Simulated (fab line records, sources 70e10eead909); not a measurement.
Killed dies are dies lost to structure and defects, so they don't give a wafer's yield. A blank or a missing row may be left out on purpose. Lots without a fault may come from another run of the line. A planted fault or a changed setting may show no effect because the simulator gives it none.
Which tool did it? | flow nand_harc | 24 lots, 72 wafers sampled, at 6 steps of a route of 1302

WHAT THE GAUGES READ, wafer by wafer
The record holds no reading of a measuring or inspecting step that can be judged against a usual standard deviation.

WHICH TOOL RAN EACH LOT (tool, then ch and the chambers of the sampled wafers, then the start)
lot  | NHARC_A_STAIRCASE_ETCH_17                     | NHARC_A_STAIRCASE_ETCH_19                     | NHARC_A_STAIRCASE_TRIM_22                     | NHARC_A_STAIRCASE_TRIM_189                    | NHARC_A_STAIRCASE_ETCH_271         | NHARC_A_STAIRCASE_CMP_472
L074 | rie_diel-01 ch 0,3, day 16 18:05 or earlier   | rie_diel-01 ch 0,1,3, day 16 18:05 or earlier | rie_diel-10 ch 0,1,2, day 16 18:05 or earlier | rie_diel-02 ch 1,3, day 16 18:05 or earlier   | rie_diel-02 ch 0,2,3, day 16 18:05 | cmp-03 ch 1,2,3, day 19 14:07
L075 | rie_diel-10 ch 0,1,2, day 16 23:25 or earlier | rie_diel-10 ch 1,2,3, day 16 23:25 or earlier | rie_diel-10 ch 1,2,3, day 16 23:25 or earlier | rie_diel-01 ch 1,2,3, day 16 23:25 or earlier | rie_diel-02 ch 1,2,3, day 16 23:25 | cmp-01 ch 1,2, day 19 20:28
L076 | rie_diel-10 ch 1,3, day 17 13:53 or earlier   | rie_diel-10 ch 1,2,3, day 17 13:53 or earlier | rie_diel-01 ch 1,2, day 17 13:53 or earlier   | rie_diel-02 ch 0,2,3, day 17 13:53 or earlier | rie_diel-01 ch 1,3, day 17 13:53   | cmp-01 ch 0,1,3, day 20 04:14
L078 | rie_diel-01 ch 0,1,2, day 17 22:40 or earlier | rie_diel-01 ch 0,2,3, day 17 22:40 or earlier | rie_diel-01 ch 0,2,3, day 17 22:40 or earlier | rie_diel-01 ch 2,3, day 17 22:40 or earlier   | rie_diel-10 ch 1,2,3, day 17 22:40 | cmp-02 ch 0,1,3, day 20 16:10
L077 | rie_diel-02 ch 1,2,3, day 18 01:07 or earlier | rie_diel-02 ch 2,3, day 18 01:07 or earlier   | rie_diel-02 ch 1,2,3, day 18 01:07 or earlier | rie_diel-10 ch 1,2,3, day 18 01:07 or earlier | rie_diel-01 ch 0,1,2, day 18 01:07 | cmp-01 ch 0,2,3, day 20 16:02
L079 | rie_diel-01 ch 0,2,3, day 18 19:34 or earlier | rie_diel-01 ch 0,2,3, day 18 19:34 or earlier | rie_diel-01 ch 0,1,3, day 18 19:34 or earlier | rie_diel-10 ch 1,2,3, day 18 19:34 or earlier | rie_diel-01 ch 0,1,3, day 18 19:34 | cmp-03 ch 0,1,3, day 21 15:07
L080 | rie_diel-02 ch 0,1,2, day 18 22:14 or earlier | rie_diel-02 ch 0,2,3, day 18 22:14 or earlier | rie_diel-01 ch 0,1,3, day 18 22:14 or earlier | rie_diel-01 ch 1,2,3, day 18 22:14 or earlier | rie_diel-01 ch 2,3, day 18 22:14   | cmp-03 ch 0,1,3, day 21 17:06
L081 | rie_diel-02 ch 0,1,3, day 19 12:08 or earlier | rie_diel-02 ch 1,2, day 19 12:08 or earlier   | rie_diel-02 ch 0,2,3, day 19 12:08 or earlier | rie_diel-02 ch 0,2, day 19 12:08 or earlier   | rie_diel-02 ch 0,3, day 19 12:08   | cmp-01 ch 0,1, day 21 22:41
L083 | rie_diel-02 ch 0,1, day 19 23:01 or earlier   | rie_diel-02 ch 2,3, day 19 23:01 or earlier   | rie_diel-10 ch 0,1,3, day 19 23:01 or earlier | rie_diel-10 ch 1,3, day 19 23:01 or earlier   | rie_diel-02 ch 0,2,3, day 19 23:01 | cmp-01 ch 2,3, day 22 16:37
L082 | rie_diel-10 ch 1,2,3, day 20 03:25 or earlier | rie_diel-10 ch 0,2, day 20 03:25 or earlier   | rie_diel-10 ch 1,3, day 20 03:25 or earlier   | rie_diel-10 ch 2,3, day 20 03:25 or earlier   | rie_diel-01 ch 1,2,3, day 20 03:25 | cmp-02 ch 0,1, day 22 16:38
L084 | rie_diel-02 ch 2,3, day 20 19:45 or earlier   | rie_diel-02 ch 0,1,2, day 20 19:45 or earlier | rie_diel-02 ch 0,1,3, day 20 19:45 or earlier | rie_diel-01 ch 0,1,2, day 20 19:45 or earlier | rie_diel-10 ch 0,2,3, day 20 19:45 | cmp-03 ch 0,1,2, day 23 09:38
L085 | rie_diel-10 ch 0,3, day 21 03:40 or earlier   | rie_diel-10 ch 0,2,3, day 21 03:40 or earlier | rie_diel-01 ch 1,2,3, day 21 03:40 or earlier | rie_diel-02 ch 0,3, day 21 03:40 or earlier   | rie_diel-01 ch 0,1,2, day 21 03:40 | cmp-01 ch 0,2,3, day 23 09:20
L086 | rie_diel-02 ch 0,2, day 21 12:49 or earlier   | rie_diel-02 ch 0,1,2, day 21 12:49 or earlier | rie_diel-10 ch 0,3, day 21 12:49 or earlier   | rie_diel-02 ch 0,3, day 21 12:49 or earlier   | rie_diel-02 ch 0,2, day 21 12:49   | cmp-01 ch 0,1, day 23 23:12
L087 | rie_diel-01 ch 0,1, day 21 13:14 or earlier   | rie_diel-01 ch 0,3, day 21 13:14 or earlier   | rie_diel-01 ch 1,2, day 21 13:14 or earlier   | rie_diel-10 ch 0,1, day 21 13:14 or earlier   | rie_diel-02 ch 0,3, day 21 13:14   | cmp-03 ch 1,2, day 23 23:11
L089 | rie_diel-01 ch 0,1,2, day 22 09:38 or earlier | rie_diel-01 ch 0,1, day 22 09:38 or earlier   | rie_diel-01 ch 2,3, day 22 09:38 or earlier   | rie_diel-10 ch 1,2,3, day 22 09:38 or earlier | rie_diel-01 ch 1,2, day 22 09:38   | cmp-03 ch 0,1,3, day 24 22:40
L088 | rie_diel-01 ch 0,1,3, day 22 14:12 or earlier | rie_diel-01 ch 0,1,2, day 22 14:12 or earlier | rie_diel-02 ch 1,3, day 22 14:12 or earlier   | rie_diel-01 ch 0,1,3, day 22 14:12 or earlier | rie_diel-01 ch 1,2,3, day 22 14:12 | cmp-01 ch 0,2, day 24 22:48
L091 | rie_diel-02 ch 0,3, day 23 09:49 or earlier   | rie_diel-02 ch 0,3, day 23 09:49 or earlier   | rie_diel-10 ch 1,2,3, day 23 09:49 or earlier | rie_diel-02 ch 2,3, day 23 09:49 or earlier   | rie_diel-10 ch 0,1,2, day 23 09:49 | cmp-03 ch 0,3, day 25 21:39
L090 | rie_diel-01 ch 0,1,2, day 23 11:15 or earlier | rie_diel-01 ch 0,1,2, day 23 11:15 or earlier | rie_diel-02 ch 0,1,3, day 23 11:15 or earlier | rie_diel-10 ch 2,3, day 23 11:15 or earlier   | rie_diel-01 ch 1,2,3, day 23 11:15 | cmp-03 ch 0,1, day 26 02:04
L093 | rie_diel-01 ch 0,3, day 24 06:37 or earlier   | rie_diel-01 ch 1,2,3, day 24 06:37 or earlier | rie_diel-01 ch 0,1,3, day 24 06:37 or earlier | rie_diel-02 ch 0,2,3, day 24 06:37 or earlier | rie_diel-10 ch 1,2,3, day 24 06:37 | cmp-01 ch 1,2, day 27 00:03
L092 | rie_diel-02 ch 1,2, day 24 04:38 or earlier   | rie_diel-02 ch 0,2,3, day 24 04:38 or earlier | rie_diel-02 ch 1,2, day 24 04:38 or earlier   | rie_diel-10 ch 0,3, day 24 04:38 or earlier   | rie_diel-02 ch 0,1,3, day 24 04:38 | cmp-03 ch 0,1, day 26 23:58
L095 | rie_diel-02 ch 0,2,3, day 25 06:05 or earlier | rie_diel-02 ch 0,2,3, day 25 06:05 or earlier | rie_diel-10 ch 1,2,3, day 25 06:05 or earlier | rie_diel-10 ch 1,2,3, day 25 06:05 or earlier | rie_diel-01 ch 0,2,3, day 25 06:05 | cmp-03 ch 0,1,2, day 27 21:26
L094 | rie_diel-02 ch 0,1, day 25 05:38 or earlier   | rie_diel-02 ch 0,1,2, day 25 05:38 or earlier | rie_diel-02 ch 1,2,3, day 25 05:38 or earlier | rie_diel-10 ch 0,1, day 25 05:38 or earlier   | rie_diel-01 ch 1,2, day 25 05:38   | cmp-01 ch 0,3, day 27 22:40
L097 | rie_diel-10 ch 1,2,3, day 25 19:20 or earlier | rie_diel-10 ch 0,1,2, day 25 19:20 or earlier | rie_diel-10 ch 1,3, day 25 19:20 or earlier   | rie_diel-10 ch 0,1,2, day 25 19:20 or earlier | rie_diel-01 ch 0,1, day 25 19:20   | cmp-01 ch 1,3, day 28 07:04
L096 | rie_diel-01 ch 0,2, day 25 19:11 or earlier   | rie_diel-01 ch 1,2, day 25 19:11 or earlier   | rie_diel-10 ch 1,2,3, day 25 19:11 or earlier | rie_diel-01 ch 0,1, day 25 19:11 or earlier   | rie_diel-02 ch 2,3, day 25 19:11   | cmp-02 ch 1,2,3, day 28 06:53
- NHARC_A_STAIRCASE_ETCH_17: etches the open film in C4F8/O2, target depth 100 nm, time 40.5 s.
- NHARC_A_STAIRCASE_ETCH_19: etches the open film in C4F8/O2, target depth 100 nm, time 40.5 s.
- NHARC_A_STAIRCASE_TRIM_22: chemistry O2, time 211.2 s.
- NHARC_A_STAIRCASE_TRIM_189: chemistry O2, time 211.2 s.
- NHARC_A_STAIRCASE_ETCH_271: etches the open film in CF4/CHF3.
- NHARC_A_STAIRCASE_CMP_472: polishes SiO2.

WHAT THE TOOLS THEMSELVES READ (means of the sampled wafers that have a number; where no wafer has one, the mark that the record gives instead)
NHARC_A_STAIRCASE_ETCH_17. Usual: oes_product_au 0.949 a.u., standard deviation 0.013; rf_vpp_V 898 V, standard deviation 5.7.
lot  | tool        | oes_product_au (a.u.) | rf_vpp_V (V) | flag
L074 | rie_diel-01 | 0.955                 | 902          |
L075 | rie_diel-10 | 0.969                 | 897          |
L076 | rie_diel-10 | 0.942                 | 900          |
L078 | rie_diel-01 | 0.955                 | 899          |
L077 | rie_diel-02 | 0.947                 | 896          |
L079 | rie_diel-01 | 0.936                 | 902          |
L080 | rie_diel-02 | 0.944                 | 892          |
L081 | rie_diel-02 | 0.952                 | 898          |
L083 | rie_diel-02 | 0.964                 | 895          |
L082 | rie_diel-10 | 0.950                 | 901          |
L084 | rie_diel-02 | 0.947                 | 894          |
L085 | rie_diel-10 | 0.931                 | 901          |
L086 | rie_diel-02 | 0.955                 | 891          |
L087 | rie_diel-01 | 0.946                 | 894          |
L089 | rie_diel-01 | 0.954                 | 897          |
L088 | rie_diel-01 | 0.948                 | 897          |
L091 | rie_diel-02 | 0.951                 | 896          |
L090 | rie_diel-01 | 0.949                 | 897          |
L093 | rie_diel-01 | 0.951                 | 898          |
L092 | rie_diel-02 | 0.967                 | 893          |
L095 | rie_diel-02 | 0.939                 | 894          |
L094 | rie_diel-02 | 0.950                 | 893          |
L097 | rie_diel-10 | 0.938                 | 899          |
L096 | rie_diel-01 | 0.949                 | 897          |

NHARC_A_STAIRCASE_ETCH_19. Usual: oes_product_au 0.948 a.u., standard deviation 0.014; rf_vpp_V 898 V, standard deviation 5.8.
lot  | tool        | oes_product_au (a.u.) | rf_vpp_V (V) | flag
L074 | rie_diel-01 | 0.963                 | 899          |
L075 | rie_diel-10 | 0.959                 | 894          |
L076 | rie_diel-10 | 0.931                 | 895          |
L078 | rie_diel-01 | 0.945                 | 902          |
L077 | rie_diel-02 | 0.958                 | 895          |
L079 | rie_diel-01 | 0.960                 | 903          |
L080 | rie_diel-02 | 0.939                 | 897          |
L081 | rie_diel-02 | 0.956                 | 893          |
L083 | rie_diel-02 | 0.944                 | 894          |
L082 | rie_diel-10 | 0.943                 | 905          |
L084 | rie_diel-02 | 0.948                 | 893          |
L085 | rie_diel-10 | 0.934                 | 903          |
L086 | rie_diel-02 | 0.959                 | 891          |
L087 | rie_diel-01 | 0.946                 | 901          |
L089 | rie_diel-01 | 0.947                 | 894          |
L088 | rie_diel-01 | 0.937                 | 898          |
L091 | rie_diel-02 | 0.948                 | 899          |
L090 | rie_diel-01 | 0.948                 | 897          |
L093 | rie_diel-01 | 0.938                 | 900          |
L092 | rie_diel-02 | 0.943                 | 895          |
L095 | rie_diel-02 | 0.937                 | 894          |
L094 | rie_diel-02 | 0.964                 | 892          |
L097 | rie_diel-10 | 0.954                 | 902          |
L096 | rie_diel-01 | 0.940                 | 900          |

NHARC_A_STAIRCASE_TRIM_22. Usual: drypump_motor_current_A 5.7 A, standard deviation 0.39; oes_product_au 1.008 a.u., standard deviation 0.013; rf_vpp_V 58.0 V, standard deviation 0.87; showerhead_plenum_p_Torr 3.61 Torr, standard deviation 0.16; throttle_valve_pct 17.037 %, standard deviation 0.01.
lot  | tool        | drypump_motor_current_A (A) | oes_product_au (a.u.) | rf_vpp_V (V) | showerhead_plenum_p_Torr (Torr) | throttle_valve_pct (%) | flag
L074 | rie_diel-10 | 5.6                         | 1.021                 | 58.2         | 3.55                            | 17.034                 |
L075 | rie_diel-10 | 5.7                         | 1.003                 | 57.4         | 3.50                            | 17.033                 |
L076 | rie_diel-01 | 6.0                         | 1.003                 | 58.1         | 3.67                            | 17.031                 |
L078 | rie_diel-01 | 5.5                         | 1.010                 | 58.6         | 3.68                            | 17.037                 |
L077 | rie_diel-02 | 6.0                         | 1.012                 | 58.2         | 3.55                            | 17.051                 |
L079 | rie_diel-01 | 5.5                         | 0.998                 | 58.0         | 3.58                            | 17.028                 |
L080 | rie_diel-01 | 5.5                         | 1.008                 | 58.1         | 3.58                            | 17.035                 |
L081 | rie_diel-02 | 5.9                         | 1.005                 | 57.6         | 3.51                            | 17.034                 |
L083 | rie_diel-10 | 5.7                         | 1.006                 | 57.7         | 3.65                            | 17.035                 |
L082 | rie_diel-10 | 5.9                         | 1.009                 | 58.2         | 3.60                            | 17.037                 |
L084 | rie_diel-02 | 6.0                         | 1.006                 | 59.0         | 3.57                            | 17.035                 |
L085 | rie_diel-01 | 5.9                         | 0.996                 | 58.2         | 3.65                            | 17.031                 |
L086 | rie_diel-10 | 5.7                         | 1.003                 | 58.8         | 3.72                            | 17.038                 |
L087 | rie_diel-01 | 6.0                         | 0.997                 | 58.1         | 3.66                            | 17.045                 |
L089 | rie_diel-01 | 5.8                         | 1.007                 | 58.0         | 3.74                            | 17.043                 |
L088 | rie_diel-02 | 6.0                         | 1.010                 | 57.3         | 3.60                            | 17.026                 |
L091 | rie_diel-10 | 5.7                         | 1.012                 | 58.0         | 3.65                            | 17.045                 |
L090 | rie_diel-02 | 5.9                         | 1.009                 | 57.9         | 3.57                            | 17.037                 |
L093 | rie_diel-01 | 5.5                         | 1.007                 | 59.0         | 3.56                            | 17.031                 |
L092 | rie_diel-02 | 6.2                         | 1.012                 | 57.4         | 3.38                            | 17.032                 |
L095 | rie_diel-10 | 5.7                         | 1.011                 | 57.8         | 3.64                            | 17.035                 |
L094 | rie_diel-02 | 6.0                         | 1.001                 | 58.0         | 3.52                            | 17.041                 |
L097 | rie_diel-10 | 5.9                         | 1.013                 | 58.9         | 3.58                            | 17.033                 |
L096 | rie_diel-10 | 5.7                         | 1.014                 | 58.1         | 3.64                            | 17.038                 |

NHARC_A_STAIRCASE_TRIM_189. Usual: drypump_motor_current_A 5.7 A, standard deviation 0.36; oes_product_au 1.006 a.u., standard deviation 0.012; rf_vpp_V 57.9 V, standard deviation 0.93; showerhead_plenum_p_Torr 3.60 Torr, standard deviation 0.15; throttle_valve_pct 17.038 %, standard deviation 0.0078.
lot  | tool        | drypump_motor_current_A (A) | oes_product_au (a.u.) | rf_vpp_V (V) | showerhead_plenum_p_Torr (Torr) | throttle_valve_pct (%) | flag
L074 | rie_diel-02 | 6.0                         | 1.002                 | 58.8         | 3.62                            | 17.032                 |
L075 | rie_diel-01 | 5.9                         | 1.017                 | 57.7         | 3.67                            | 17.037                 |
L076 | rie_diel-02 | 5.9                         | 1.010                 | 58.0         | 3.52                            | 17.030                 |
L078 | rie_diel-01 | 5.8                         | 1.010                 | 58.6         | 3.76                            | 17.040                 |
L077 | rie_diel-10 | 5.7                         | 1.013                 | 58.2         | 3.49                            | 17.041                 |
L079 | rie_diel-10 | 5.7                         | 1.013                 | 57.0         | 3.49                            | 17.038                 |
L080 | rie_diel-01 | 5.9                         | 0.992                 | 58.4         | 3.66                            | 17.042                 |
L081 | rie_diel-02 | 6.1                         | 1.008                 | 57.9         | 3.40                            | 17.042                 |
L083 | rie_diel-10 | 5.9                         | 0.999                 | 57.3         | 3.60                            | 17.037                 |
L082 | rie_diel-10 | 5.8                         | 1.004                 | 57.3         | 3.69                            | 17.035                 |
L084 | rie_diel-01 | 5.6                         | 1.001                 | 57.9         | 3.58                            | 17.036                 |
L085 | rie_diel-02 | 5.9                         | 0.997                 | 57.5         | 3.53                            | 17.042                 |
L086 | rie_diel-02 | 5.7                         | 0.991                 | 58.4         | 3.65                            | 17.029                 |
L087 | rie_diel-10 | 5.6                         | 1.012                 | 58.2         | 3.69                            | 17.033                 |
L089 | rie_diel-10 | 5.7                         | 1.012                 | 57.7         | 3.65                            | 17.043                 |
L088 | rie_diel-01 | 5.5                         | 1.004                 | 56.8         | 3.57                            | 17.040                 |
L091 | rie_diel-02 | 5.7                         | 0.995                 | 58.7         | 3.61                            | 17.038                 |
L090 | rie_diel-10 | 5.8                         | 0.997                 | 58.1         | 3.68                            | 17.042                 |
L093 | rie_diel-02 | 5.9                         | 0.999                 | 58.2         | 3.49                            | 17.042                 |
L092 | rie_diel-10 | 5.6                         | 1.000                 | 57.3         | 3.70                            | 17.028                 |
L095 | rie_diel-10 | 5.7                         | 1.009                 | 58.1         | 3.64                            | 17.036                 |
L094 | rie_diel-10 | 5.6                         | 1.015                 | 57.7         | 3.67                            | 17.036                 |
L097 | rie_diel-10 | 5.5                         | 1.019                 | 58.2         | 3.68                            | 17.041                 |
L096 | rie_diel-01 | 5.6                         | 1.011                 | 58.1         | 3.47                            | 17.034                 |

NHARC_A_STAIRCASE_ETCH_271. Usual: drypump_motor_current_A 5.7 A, standard deviation 0.41; oes_product_au 0.949 a.u., standard deviation 0.021; rf_vpp_V 371.6 V, standard deviation 2.5; showerhead_plenum_p_Torr 1.60 Torr, standard deviation 0.071; throttle_valve_pct 16.802 %, standard deviation 0.0094.
lot  | tool        | drypump_motor_current_A (A) | oes_product_au (a.u.) | rf_vpp_V (V) | showerhead_plenum_p_Torr (Torr) | throttle_valve_pct (%) | flag
L074 | rie_diel-02 | 5.9                         | 0.922                 | 369.4        | 1.57                            | 16.804                 |
L075 | rie_diel-02 | 5.9                         | 0.933                 | 370.4        | 1.59                            | 16.799                 |
L076 | rie_diel-01 | 5.8                         | 0.932                 | 372.7        | 1.63                            | 16.794                 |
L078 | rie_diel-10 | 5.7                         | 0.936                 | 370.0        | 1.55                            | 16.801                 |
L077 | rie_diel-01 | 5.6                         | 0.973                 | 370.7        | 1.60                            | 16.794                 |
L079 | rie_diel-01 | 5.5                         | 0.973                 | 372.0        | 1.60                            | 16.801                 |
L080 | rie_diel-01 | 5.8                         | 0.957                 | 374.0        | 1.68                            | 16.800                 |
L081 | rie_diel-02 | 5.9                         | 0.977                 | 370.7        | 1.58                            | 16.806                 |
L083 | rie_diel-02 | 5.9                         | 0.931                 | 370.7        | 1.56                            | 16.808                 |
L082 | rie_diel-01 | 5.9                         | 0.972                 | 372.0        | 1.63                            | 16.807                 |
L084 | rie_diel-10 | 5.6                         | 0.967                 | 373.8        | 1.67                            | 16.808                 |
L085 | rie_diel-01 | 5.5                         | 0.968                 | 370.8        | 1.60                            | 16.800                 |
L086 | rie_diel-02 | 6.1                         | 0.945                 | 368.3        | 1.49                            | 16.804                 |
L087 | rie_diel-02 | 5.9                         | 0.956                 | 370.4        | 1.58                            | 16.798                 |
L089 | rie_diel-01 | 6.0                         | 0.928                 | 371.0        | 1.58                            | 16.792                 |
L088 | rie_diel-01 | 5.8                         | 0.922                 | 372.3        | 1.62                            | 16.806                 |
L091 | rie_diel-10 | 5.5                         | 0.936                 | 373.0        | 1.65                            | 16.811                 |
L090 | rie_diel-01 | 5.9                         | 0.937                 | 372.3        | 1.62                            | 16.797                 |
L093 | rie_diel-10 | 5.7                         | 0.938                 | 371.5        | 1.62                            | 16.801                 |
L092 | rie_diel-02 | 6.0                         | 0.935                 | 370.7        | 1.59                            | 16.808                 |
L095 | rie_diel-01 | 5.5                         | 0.948                 | 373.1        | 1.63                            | 16.808                 |
L094 | rie_diel-01 | 5.9                         | 0.957                 | 371.5        | 1.63                            | 16.797                 |
L097 | rie_diel-01 | 5.6                         | 0.941                 | 368.9        | 1.54                            | 16.801                 |
L096 | rie_diel-02 | 5.7                         | 0.964                 | 370.8        | 1.60                            | 16.801                 |

NHARC_A_STAIRCASE_CMP_472. Usual: motor_current_A 12.8 A, standard deviation 1.5.
lot  | tool   | motor_current_A (A) | flag
L074 | cmp-03 | 11.9                |
L075 | cmp-01 | 13.9                |
L076 | cmp-01 | 14.1                |
L078 | cmp-02 | 11.6                |
L077 | cmp-01 | 13.7                |
L079 | cmp-03 | 11.6                |
L080 | cmp-03 | 12.1                |
L081 | cmp-01 | 13.6                |
L083 | cmp-01 | 14.0                |
L082 | cmp-02 | 12.3                |
L084 | cmp-03 | 11.0                |
L085 | cmp-01 | 13.4                |
L086 | cmp-01 | 14.6                |
L087 | cmp-03 | 11.4                |
L089 | cmp-03 | 11.8                |
L088 | cmp-01 | 13.4                |
L091 | cmp-03 | 12.8                |
L090 | cmp-03 | 11.2                |
L093 | cmp-01 | 13.6                |
L092 | cmp-03 | 10.9                |
L095 | cmp-03 | 11.4                |
L094 | cmp-01 | 13.6                |
L097 | cmp-01 | 14.6                |
L096 | cmp-02 | 12.1                |

THE ANSWER, worked out from the rows above alone
Rule: a lot is off if the mean of its wafers that have a number lies more than 3 standard deviations from the usual mean. A lot without any number at a reading at which 4 lots or more have one is off too. The other lots that the step has rows for count as sound. The gauges are gone through in route order, then the tools' own readings, and for those a lot's mean is taken as printed above. The first step at which some lot is off is used, and at that step the reading that is off furthest; a lot without a number counts as furthest.
No lot is off at any reading shown: from this, nothing can be told.

WHAT THE SIMULATOR HAD PUT IN
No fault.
